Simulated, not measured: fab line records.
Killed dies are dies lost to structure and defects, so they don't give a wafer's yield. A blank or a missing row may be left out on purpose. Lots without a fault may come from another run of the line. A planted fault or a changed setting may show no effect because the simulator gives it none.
fab line records	flow nand_harc
[record] lots = 6	wafers = 18	last_day = 32
route steps=1302 shown A_M1@1183 END@1302
lots that met no fault: from a run of the same line without faults
start_h: hours from the record's first day to the start of the lot's first wafer shown	wait_h: time in hours since the lot's previous step	" identical to the entry in the row above	L1.1+2: a single row standing in for several wafers	- no value, or no start was given	* or withheld: withheld	< > ~ a bound
route shown NAME@n: NAME is a module with steps in the file, n the number in the route of the first one	usual: average and standard deviation across the fault-free wafers	same: alike in all rows	chamber/n: place in a boat	sites: the reading at each site	_std_site: the standard deviation of these	_edge_site: mean of outer sites minus mean of inner sites	radius_mm: for every site, how far away it sits from the centre of the wafer	mask NAME#n: copy n	behind: the tool/chamber that last shaped the wafer	hold: the reason the lot was held/the length of the hold in hours/how it ended	device: the n, p or np transistor that did not switch	end of line: the route-end tests of the same wafers	step lacking rows: just its recipe	killed: not the wafer's yield, but the dies lost to structure and defects at the first sort	map: dies across one wafer; x = killed, . = not, _ = none there
set.NAME: setting as actually run; set.NAME@STEP: the setting as run at that earlier step	model.NAME: the simulator's own value behind a step, which no gauge read
certain route steps with their lots: each step a table, each wafer a row
services: when a tool's chamber went out of use (start_h, in hours from the record's first day, below 0 if earlier), for how many hours, and the reason
[[steps]]
[step NHARC_A_M1_ETCH_35]
[recipe] target_depth_a = 400	overetch_a = 120	time_s = 43.94	ion_energy_ev = 200	n2_flow_sccm = 150	h2_flow_sccm = 150	ar_flow_sccm = 0	rf_w = 400	bias_w = 150	chemistry = N2/H2
[step NHARC_A_M1_ETCH_15]
[recipe] target_depth_a = 1825	time_s = 91.2	c4f8_flow_sccm = withheld	ar_flow_sccm = 400	rf_w = 600	bias_w = 300	chemistry = C4F8/Ar
[usual] chamber_pressure_mTorr = 25.000/0.024	oes_product_au = 0.950/0.025	rf_fwd_power_W = 595.7/2.1	rf_vpp_V = 441.3/2.8
lot.wafer	tool	chamber	start_h	wait_h	chamber_pressure_mTorr	oes_product_au	rf_fwd_power_W	rf_hours_counter_h	rf_vpp_V
L465.3	rie_diel-09	3	-	-	24.987	0.951	594.4	2	443.9
L465.4	"	0	"	"	24.998	0.969	600.0	2	438.8
L465.5	"	3	"	"	24.999	0.948	596.1	-	444.4
L474.4	rie_diel-12	3	-	-	25.011	0.947	599.2	0	443.6
L474.5	"	1	"	"	24.957	0.984	593.7	-	444.1
L474.6	"	2	"	"	24.948	0.974	596.6	-	443.3
L472.4	rie_diel-12	3	-	-	24.974	0.949	594.3	0	443.0
L472.1	"	1	"	"	24.991	0.989	593.1	0	445.6
L472.5	"	0	"	"	25.012	0.963	594.7	-	443.9
L476.3	rie_diel-01	3	-	-	25.034	0.917	594.4	5	437.5
L476.1	"	1	"	"	24.992	0.921	594.4	8	445.4
L476.6	"	3	"	"	24.994	0.914	595.2	-	438.6
L480.3	rie_diel-09	2	-	-	25.005	0.935	599.2	2	438.2
L480.4	"	0	"	"	25.000	0.970	597.5	2	439.0
L480.6	"	2	"	"	25.011	0.938	598.0	-	438.9
L484.4	rie_diel-01	0	-	-	24.984	0.985	595.1	10	437.6
L484.2	"	1	"	"	25.015	0.962	595.1	10	444.1
L484.6	"	0	"	"	25.010	0.977	595.4	-	436.8
[step NHARC_A_M1_CD_MEAS_16]
[usual] cd_nm = 120.1/1.1
lot.wafer	tool	chamber	start_h	wait_h	cd_nm
L465.3	cd_sem-01	-	552.64	-	121.1
L465.4	"	-	"	"	121.2
L465.5	"	-	"	"	119.9
L474.4	cd_sem-01	-	648.99	-	121.3
L474.5	"	-	"	"	118.3
L474.6	"	-	"	"	121.0
L472.1	cd_sem-02	-	651.74	-	121.1
L472.4	"	-	"	"	118.3
L472.5	"	-	"	"	117.6
L476.1	cd_sem-03	-	689.76	-	118.8
L476.3	"	-	"	"	120.9
L476.6	"	-	"	"	121.5
L480.3	cd_sem-01	-	705.55	-	119.7
L480.4	"	-	"	"	121.6
L480.6	"	-	"	"	119.5
L484.2	cd_sem-01	-	730.85	-	120.1
L484.4	"	-	"	"	119.0
L484.6	"	-	"	"	120.2
[step NHARC_A_M1_STRIP_18]
[recipe] power_w = 1000	n2_flow_sccm = 150	h2_flow_sccm = 150	ar_flow_sccm = 0	bias_w = 0	chemistry = N2/H2
[step NHARC_A_M1_ETCH_28]
[recipe] target_depth_a = 300	over_etch_frac = 0.3	time_s = 72.99	ion_energy_ev = 150	cf4_flow_sccm = 50	n2_flow_sccm = 100	ar_flow_sccm = 150	rf_w = 300	bias_w = 100	chemistry = CF4/N2
[usual] chamber_pressure_mTorr = 29.999/0.029	drypump_motor_current_A = 5.6/0.41	oes_product_au = 0.997/0.011	rf_fwd_power_W = 297.3/1.3	rf_vpp_V = 314.6/2	showerhead_plenum_p_Torr = 2.65/0.11	throttle_valve_pct = 19.795/0.0084
lot.wafer	tool	chamber	start_h	wait_h	chamber_pressure_mTorr	drypump_motor_current_A	oes_product_au	rf_fwd_power_W	rf_hours_counter_h	rf_vpp_V	showerhead_plenum_p_Torr	throttle_valve_pct
L465.3	rie_diel-12	0	-	-	29.941	5.3	0.978	294.7	3.0	317.4	2.72	19.810
L465.4	"	2	"	"	30.076	5.0	1.002	298.5	3.9	316.3	2.72	19.791
L465.5	"	3	"	"	30.002	5.7	0.991	296.4	-	315.1	2.73	19.784
L474.4	rie_diel-09	2	-	-	29.964	6.3	0.994	297.5	7.2	312.6	2.51	19.799
L474.6	"	2	"	"	30.045	6.3	0.981	296.5	-	312.0	2.51	19.794
L474.5	"	3	"	"	30.039	5.8	0.982	298.2	-	316.0	2.74	19.784
L472.4	rie_diel-01	0	-	-	29.983	5.5	1.016	296.2	6.7	311.7	2.52	19.792
L472.1	"	1	"	"	30.022	5.8	0.992	297.2	6.4	316.7	2.75	19.817
L472.5	"	1	"	"	29.973	5.7	0.989	296.5	-	317.3	2.75	19.778
L476.3	rie_diel-09	2	-	-	30.025	6.3	0.995	298.2	0.5	312.8	2.51	19.797
L476.1	"	1	"	"	29.972	6.1	1.024	297.6	0.5	313.9	2.60	19.793
L476.6	"	2	"	"	29.954	6.3	0.988	298.8	-	313.2	2.51	19.793
L480.3	rie_diel-01	3	-	-	30.001	6.0	0.989	297.0	5.8	311.1	2.47	19.797
L480.4	"	0	"	"	30.007	5.5	1.004	296.5	9.1	312.7	2.52	19.793
L480.6	"	0	"	"	29.962	5.5	1.004	297.4	-	312.1	2.52	19.810
L484.4	rie_diel-12	3	-	-	29.998	5.7	0.995	298.1	3.3	315.4	2.73	19.788
L484.2	"	0	"	"	30.043	5.3	0.989	297.3	3.4	316.5	2.72	19.790
L484.6	"	1	"	"	30.014	5.7	1.020	294.6	-	316.6	2.79	19.793
[step NHARC_A_M1_STRIP_19]
[recipe] time_s = 600	temp_c = 30	chemistry = post_etch_residue_remover
[step NHARC_A_M1_DEGAS_29]
[recipe] temp_c = 250	time_s = 60
[step NHARC_A_M1_PRE_CLEAN_30]
[recipe] time_s = 30	temp_c = 280	gas = H2/He
[usual] heater_power_w = 425/47
lot.wafer	tool	chamber	start_h	wait_h	heater_power_w
L465.3	pvd_sputter-03	-	-	-	467
L465.4	"	-	"	"	386
L465.5	"	-	"	"	464
L474.4	pvd_sputter-03	-	-	-	426
L474.5	"	-	"	"	484
L474.6	"	-	"	"	436
L472.4	pvd_sputter-03	-	-	-	430
L472.1	"	-	"	"	466
L472.5	"	-	"	"	438
L476.3	pvd_sputter-02	-	-	-	396
L476.1	"	-	"	"	410
L476.6	"	-	"	"	396
L480.3	pvd_sputter-01	-	-	-	380
L480.4	"	-	"	"	357
L480.6	"	-	"	"	374
L484.2	pvd_sputter-02	-	-	-	403
L484.4	"	-	"	"	409
L484.6	"	-	"	"	361
[step NHARC_A_M1_PVD_20]
[recipe] target_thk_a = 50	bias_v = 168.6	power_w = 15000	chamber_pressure_pa = 0.12	time_s = 8.06	substrate_temp_c = 50	material = TaN
[step NHARC_A_M1_PVD_21]
[recipe] target_thk_a = 300	chamber_pressure_pa = 5	power_w = 5000	substrate_temp_c = 30	time_s = 20.49	material = Cu
[usual] throttle_valve_pct = 30.4/0.98
lot.wafer	tool	chamber	start_h	wait_h	throttle_valve_pct
L465.4	pvd_sputter-03	-	-	-	31.3
L465.3	"	-	"	"	31.7
L465.5	"	-	"	"	30.5
L474.4	pvd_sputter-03	-	-	-	31.2
L474.5	"	-	"	"	30.3
L474.6	"	-	"	"	30.8
L472.4	pvd_sputter-03	-	-	-	31.1
L472.1	"	-	"	"	31.6
L472.5	"	-	"	"	30.0
L476.3	pvd_sputter-02	-	-	-	30.7
L476.1	"	-	"	"	29.7
L476.6	"	-	"	"	30.4
L480.3	pvd_sputter-01	-	-	-	29.8
L480.4	"	-	"	"	30.4
L480.6	"	-	"	"	27.9
L484.4	pvd_sputter-02	-	-	-	29.7
L484.2	"	-	"	"	31.6
L484.6	"	-	"	"	30.2
[step NHARC_A_M1_ECD_22]
[recipe] target_thk_a = 4000	bath_temp_c = 25	material = Cu
[step NHARC_A_M1_ANNEAL_31]
[recipe] temp_c = 225	time_s = 90
[usual] wafer_temp_C_max = 226.0/0.35
lot.wafer	tool	chamber	start_h	wait_h	wafer_temp_C_max
L465.3	rtp_anneal-01	0	554.29	0.4	226.3
L465.4	"	0	"	"	225.7
L465.5	"	0	"	"	226.1
L474.4	rtp_anneal-01	0	650.59	0.3	226.0
L474.5	"	0	"	"	226.3
L474.6	"	0	"	"	226.7
L472.1	rtp_anneal-01	0	653.27	-	226.1
L472.4	"	0	"	"	226.0
L472.5	"	0	"	"	225.9
L476.1	rtp_anneal-02	0	691.27	0.3	225.8
L476.3	"	0	"	"	225.6
L476.6	"	0	"	"	225.5
L480.3	rtp_anneal-01	0	707.10	-	226.8
L480.4	"	0	"	"	226.6
L480.6	"	0	"	"	226.5
L484.2	rtp_anneal-02	0	732.35	-	225.9
L484.4	"	0	"	"	225.8
L484.6	"	0	"	"	225.4
[step NHARC_A_M1_CMP_23]
[recipe] t_overpolish_s = 20	target_thk_nm = 154.34
[usual] motor_current_A = 11.8/1.1	time_to_endpoint_s = 27/3.2
lot.wafer	tool	chamber	start_h	wait_h	motor_current_A	time_to_endpoint_s
L465.3	cmp-03	2	554.54	-	11.8	33
L465.4	"	3	"	"	11.0	30
L465.5	"	2	"	"	11.2	30
L474.4	cmp-04	3	650.84	-	10.9	23
L474.5	"	1	"	"	12.5	29
L474.6	"	2	"	"	14.4	22
L472.4	cmp-03	3	653.60	-	11.7	28
L472.1	"	0	"	"	12.9	31
L472.5	"	0	"	"	12.1	31
L476.3	cmp-04	1	691.62	-	12.3	28
L476.1	"	3	"	"	12.1	21
L476.6	"	1	"	"	11.9	29
L480.4	cmp-03	1	707.34	-	11.1	37
L480.3	"	0	"	"	12.7	38
L480.6	"	1	"	"	10.3	38
L484.4	cmp-03	3	732.65	-	11.6	37
L484.2	"	2	"	"	11.6	28
L484.6	"	0	"	"	12.6	37
[step NHARC_A_M1_SRD_25]
[step NHARC_A_M1_INSPECT_27]
[usual] raw_defect_count = 556/130
lot.wafer	tool	chamber	start_h	wait_h	raw_defect_count
L465.3	defect_inspect-01	-	555.01	0.0	608
L465.4	"	-	"	"	346
L465.5	"	-	"	"	839
L474.4	defect_inspect-01	-	651.25	0.0	422
L474.5	"	-	"	"	444
L474.6	"	-	"	"	451
L472.1	defect_inspect-01	-	654.07	0.0	448
L472.4	"	-	"	"	469
L472.5	"	-	"	"	635
L476.1	defect_inspect-01	-	692.09	0.0	479
L476.3	"	-	"	"	731
L476.6	"	-	"	"	537
L480.3	defect_inspect-02	-	707.81	0.0	5021
L480.4	"	-	"	"	4868
L480.6	"	-	"	"	4822
L484.2	defect_inspect-02	-	733.12	0.0	706
L484.4	"	-	"	"	4941
L484.6	"	-	"	"	5005
[step NHARC_A_M1_PRE_CLEAN_32]
[recipe] time_s = 12	temp_c = 370	rf_power_w = 300	gas = NH3
[step NHARC_END_SORT_01]
[recipe] temp_c = 25
[usual] defect_limited_yield = 91.0/2.8	killed_at_array = 56/19	killed_at_other = 0.6/1	killed_at_periphery = 3.9/2.7	killed_dies = 61/19	killed_open = 3.3/1.9	killed_short = 2.4/1.7
[same] gross_dies = 677
lot.wafer	tool	chamber	start_h	wait_h	defect_limited_yield[%]	killed_at_array	killed_at_other	killed_at_periphery	killed_dies	killed_open	killed_short
L465.3	prober-01	0	595.39	3.1	90.4	63	0	2	65	2	2
L465.4	prober-01	0	596.20	3.4	92.2	47	3	3	53	3	2
L465.5	prober-01	0	597.02	3.8	91.7	52	0	4	56	3	5
L472.1	prober-01	0	683.21	2.5	94.7	28	0	8	36	3	0
L472.4	prober-01	0	685.59	3.4	92.8	42	1	6	49	2	4
L472.5	prober-01	0	686.39	3.7	91.6	48	1	8	57	2	3
L476.1	prober-02	0	724.80	2.5	93.5	41	1	2	44	3	0
L476.3	prober-02	0	726.40	3.1	92.6	47	0	3	50	3	6
L476.6	prober-02	0	728.79	4.0	90.4	61	1	3	65	3	2
L480.3	prober-02	0	744.56	3.1	0	673	0	4	677	2	2
L480.4	prober-02	0	745.35	3.4	0	675	0	2	677	4	2
L480.6	prober-02	0	746.94	4.0	0	674	0	3	677	6	2
L484.2	prober-02	0	773.64	2.8	90.0	61	0	7	68	5	2
L484.4	prober-02	0	775.25	3.4	0	673	1	3	677	0	1
L484.6	prober-02	0	776.87	4.0	0	673	1	3	677	4	2
// killed by level:class
L465.3 A_CHANNEL_HOLE_D2:chamber_film_flake=48 A_CONTACT:chamber_film_flake=7 A_CHANNEL_FILL_D1:geometric_particle:short=2 A_CHANNEL_HOLE_D1:chamber_film_flake=2 A_CHANNEL_FILL_D1:geometric_particle:open=1 A_SGD_CUT:geometric_particle:open=1 P_ZERO_WELL:chamber_film_flake=1 P_GATE:chamber_film_flake=1
L465.4 A_CHANNEL_HOLE_D2:chamber_film_flake=31 A_CONTACT:chamber_film_flake=5 THIN_TSV:chamber_film_flake=3 A_ONON_D2:geometric_particle:short=2 P_GATE:chamber_film_flake=2 A_CHANNEL_HOLE_D1:chamber_film_flake=2 A_SGD_CUT:chamber_film_flake=2 A_CHANNEL_FILL_D1:geometric_particle:open=1
L465.5 A_CHANNEL_HOLE_D2:chamber_film_flake=35 A_CONTACT:chamber_film_flake=3 A_CHANNEL_HOLE_D1:chamber_film_flake=2 A_DECK1_JOINT:chamber_film_flake=2 P_CONTACT:geometric_particle:short=1 P_M0:geometric_particle:open=1 P_M0:geometric_particle:short=1 A_CHANNEL_FILL_D1:geometric_particle:short=1
L472.1 A_SLIT:chamber_film_flake=19 P_STI:chamber_film_flake=3 P_GATE:chamber_film_flake=3 A_CHANNEL_HOLE_D1:chamber_film_flake=3 A_STAIRCASE:chamber_film_flake=3 A_CONTACT:chamber_film_flake=2 P_CONTACT:geometric_particle:open=1 P_M2:geometric_particle:open=1
L472.4 A_SLIT:chamber_film_flake=31 A_CHANNEL_HOLE_D1:chamber_film_flake=5 P_M0:geometric_particle:open=2 A_ONON_D2:geometric_particle:short=2 P_STI:chamber_film_flake=2 A_CONTACT:geometric_particle:short=1 A_M0:geometric_particle:short=1 P_ZERO_WELL:chamber_film_flake=1
L472.5 A_SLIT:chamber_film_flake=35 A_CHANNEL_HOLE_D1:chamber_film_flake=8 P_STI:chamber_film_flake=4 P_GATE:chamber_film_flake=2 A_CHANNEL_FILL_D1:chamber_film_flake=2 P_M0:geometric_particle:open=1 P_M0:geometric_particle:short=1 A_WL_FILL:geometric_particle:short=1
L476.1 A_SLIT:chamber_film_flake=16 A_CHANNEL_HOLE_D2:chamber_film_flake=9 A_CHANNEL_HOLE_D1:chamber_film_flake=7 A_STAIRCASE:chamber_film_flake=3 P_M0:geometric_particle:open=1 A_CHANNEL_FILL_D1:geometric_particle:open=1 A_CHANNEL_HOLE_D2:geometric_particle:open=1 P_M1:chamber_film_flake=1
L476.3 A_SLIT:chamber_film_flake=20 A_CHANNEL_HOLE_D2:chamber_film_flake=9 A_CHANNEL_HOLE_D1:chamber_film_flake=5 A_CONTACT:chamber_film_flake=3 A_CHANNEL_FILL_D1:chamber_film_flake=2 P_M1:geometric_particle:open=1 A_ONON_D1:geometric_particle:open=1 A_CHANNEL_HOLE_D1:geometric_particle:short=1
L476.6 A_SLIT:chamber_film_flake=22 A_CHANNEL_HOLE_D2:chamber_film_flake=19 A_CHANNEL_HOLE_D1:chamber_film_flake=11 A_DECK1_JOINT:chamber_film_flake=2 A_STAIRCASE:chamber_film_flake=2 A_CONTACT:chamber_film_flake=2 P_GATE:geometric_particle:open=1 P_CONTACT:geometric_particle:open=1
L480.3 A_M1:area_cmp=604 A_CHANNEL_HOLE_D1:chamber_film_flake=29 A_CHANNEL_HOLE_D2:chamber_film_flake=27 A_CONTACT:chamber_film_flake=4 P_GATE:chamber_film_flake=3 A_SLIT:chamber_film_flake=3 A_CHANNEL_HOLE_D1:geometric_particle:short=1 A_ONON_D2:geometric_particle:open=1
L480.4 A_M1:area_cmp=615 A_CHANNEL_HOLE_D1:chamber_film_flake=23 A_CHANNEL_HOLE_D2:chamber_film_flake=21 A_SLIT:chamber_film_flake=3 A_CHANNEL_FILL_D2:chamber_film_flake=3 A_CONTACT:chamber_film_flake=3 A_CHANNEL_FILL_D2:geometric_particle:open=2 P_CONTACT:geometric_particle:open=1
L480.6 A_M1:area_cmp=610 A_CHANNEL_HOLE_D1:chamber_film_flake=28 A_CHANNEL_HOLE_D2:chamber_film_flake=19 A_CONTACT:chamber_film_flake=4 A_SLIT:chamber_film_flake=3 A_STAIRCASE:chamber_film_flake=3 P_GATE:geometric_particle:open=2 A_M0:geometric_particle:open=2
L484.2 A_CHANNEL_HOLE_D2:chamber_film_flake=24 A_CONTACT:chamber_film_flake=11 A_CHANNEL_HOLE_D1:chamber_film_flake=11 A_ZERO_WELL:chamber_film_flake=5 P_ZERO_WELL:chamber_film_flake=4 A_STAIRCASE:chamber_film_flake=2 P_STI:geometric_particle:short=1 P_CONTACT:geometric_particle:open=1
L484.4 A_M1:area_cmp=599 A_CHANNEL_HOLE_D2:chamber_film_flake=33 A_CHANNEL_HOLE_D1:chamber_film_flake=17 A_CONTACT:chamber_film_flake=11 A_SLIT:chamber_film_flake=5 A_STAIRCASE:chamber_film_flake=4 P_ZERO_WELL:chamber_film_flake=2 A_CHANNEL_FILL_D1:chamber_film_flake=2
L484.6 A_M1:area_cmp=592 A_CHANNEL_HOLE_D2:chamber_film_flake=32 A_CHANNEL_HOLE_D1:chamber_film_flake=16 A_CONTACT:chamber_film_flake=13 A_SLIT:chamber_film_flake=8 A_ZERO_WELL:chamber_film_flake=4 A_WL_FILL:geometric_particle:open=2 P_ZERO_WELL:chamber_film_flake=2
// map L480.3 (x killed, . not)
____________x____________
_________xxxxxxx_________
_______xxxxxxxxxxx_______
______xxxxxxxxxxxxx______
_____xxxxxxxxxxxxxxx_____
____xxxxxxxxxxxxxxxxx____
____xxxxxxxxxxxxxxxxx____
___xxxxxxxxxxxxxxxxxxx___
___xxxxxxxxxxxxxxxxxxx___
__xxxxxxxxxxxxxxxxxxxxx__
__xxxxxxxxxxxxxxxxxxxxx__
_xxxxxxxxxxxxxxxxxxxxxxx_
_xxxxxxxxxxxxxxxxxxxxxxx_
_xxxxxxxxxxxxxxxxxxxxxxx_
_xxxxxxxxxxxxxxxxxxxxxxx_
_xxxxxxxxxxxxxxxxxxxxxxx_
xxxxxxxxxxxxxxxxxxxxxxxxx
xxxxxxxxxxxxxxxxxxxxxxxxx
xxxxxxxxxxxxxxxxxxxxxxxxx
xxxxxxxxxxxxxxxxxxxxxxxxx
xxxxxxxxxxxxxxxxxxxxxxxxx
_xxxxxxxxxxxxxxxxxxxxxxx_
_xxxxxxxxxxxxxxxxxxxxxxx_
_xxxxxxxxxxxxxxxxxxxxxxx_
_xxxxxxxxxxxxxxxxxxxxxxx_
_xxxxxxxxxxxxxxxxxxxxxxx_
__xxxxxxxxxxxxxxxxxxxxx__
__xxxxxxxxxxxxxxxxxxxxx__
___xxxxxxxxxxxxxxxxxxx___
___xxxxxxxxxxxxxxxxxxx___
____xxxxxxxxxxxxxxxxx____
____xxxxxxxxxxxxxxxxx____
_____xxxxxxxxxxxxxxx_____
______xxxxxxxxxxxxx______
_______xxxxxxxxxxx_______
_________xxxxxxx_________
____________x____________
// map L484.4 (x killed, . not)
____________x____________
_________xxxxxxx_________
_______xxxxxxxxxxx_______
______xxxxxxxxxxxxx______
_____xxxxxxxxxxxxxxx_____
____xxxxxxxxxxxxxxxxx____
____xxxxxxxxxxxxxxxxx____
___xxxxxxxxxxxxxxxxxxx___
___xxxxxxxxxxxxxxxxxxx___
__xxxxxxxxxxxxxxxxxxxxx__
__xxxxxxxxxxxxxxxxxxxxx__
_xxxxxxxxxxxxxxxxxxxxxxx_
_xxxxxxxxxxxxxxxxxxxxxxx_
_xxxxxxxxxxxxxxxxxxxxxxx_
_xxxxxxxxxxxxxxxxxxxxxxx_
_xxxxxxxxxxxxxxxxxxxxxxx_
xxxxxxxxxxxxxxxxxxxxxxxxx
xxxxxxxxxxxxxxxxxxxxxxxxx
xxxxxxxxxxxxxxxxxxxxxxxxx
xxxxxxxxxxxxxxxxxxxxxxxxx
xxxxxxxxxxxxxxxxxxxxxxxxx
_xxxxxxxxxxxxxxxxxxxxxxx_
_xxxxxxxxxxxxxxxxxxxxxxx_
_xxxxxxxxxxxxxxxxxxxxxxx_
_xxxxxxxxxxxxxxxxxxxxxxx_
_xxxxxxxxxxxxxxxxxxxxxxx_
__xxxxxxxxxxxxxxxxxxxxx__
__xxxxxxxxxxxxxxxxxxxxx__
___xxxxxxxxxxxxxxxxxxx___
___xxxxxxxxxxxxxxxxxxx___
____xxxxxxxxxxxxxxxxx____
____xxxxxxxxxxxxxxxxx____
_____xxxxxxxxxxxxxxx_____
______xxxxxxxxxxxxx______
_______xxxxxxxxxxx_______
_________xxxxxxx_________
____________x____________
[[services]]
tool	chamber	start_h	hours	kind
rie_diel-09	3	528.53	1.6	repair
rie_diel-09	0	530.61	-	clean
rie_diel-01	-	557.82	9.0	pm
cmp-03	-	561.21	4.0	pm
rie_diel-12	0	562.11	6.8	repair
cmp-03	-	573.55	0.3	repair
rie_diel-01	2	578.21	2.9	repair
rie_diel-01	3	579.11	49.0	repair
pvd_sputter-01	-	582.00	10.0	pm
cmp-04	-	601.78	4.0	pm
cmp-03	-	611.68	0.8	repair
rie_diel-12	-	622.40	9.0	pm
cmp-03	-	634.91	1.9	repair
cmp-04	-	637.45	1.7	repair
rie_diel-09	0	641.33	5.1	repair
pvd_sputter-02	-	643.50	10.0	pm
cmp-03	-	659.21	4.0	pm
rie_diel-09	-	674.11	9.0	pm
pvd_sputter-03	-	691.78	1.4	repair
cmp-04	-	699.85	4.0	pm
pvd_sputter-03	-	704.01	10.0	pm
rie_diel-09	2	705.86	4.5	repair
cmp-03	-	707.60	0.9	repair
rie_diel-12	-	729.96	0.8	repair
[[key]]
[first_sign] step = NHARC_A_M1_CMP_23	reading = time_to_endpoint_s	direction = up	sigmas = 3.1	usual = *	struck = *
[effect] step = NHARC_A_M1_INSPECT_27	reading = raw_defect_count	direction = up	sigmas = 33	usual = 556	struck = 4931
[effect] step = NHARC_END_SORT_01	reading = defect_limited_yield	direction = down	sigmas = 33	usual = 91.0	struck = 0
[more_kills_born_at] NHARC_A_M1_CMP_23@cmp-03 = 3020
met_at NHARC_A_M1_CMP_23
struck_wafers L480.3,L480.4,L480.6,L484.4,L484.6
later_rows_left_out L480.3,L480.4,L480.6,L484.4,L484.6
onset_between 653.60 707.34
[fault] kind = process_parameter_drift	tool = cmp-03	chamber = -	onset_h = 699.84	steps = NHARC_A_M1_CMP_23	channel = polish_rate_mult	offset = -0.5	shape = step	end_h = 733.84	scope = struck_wafers_only
// later_rows_left_out: the simulator's readings of these wafers behind a module that went badly wrong aren't trusted and aren't shown, but for the sort
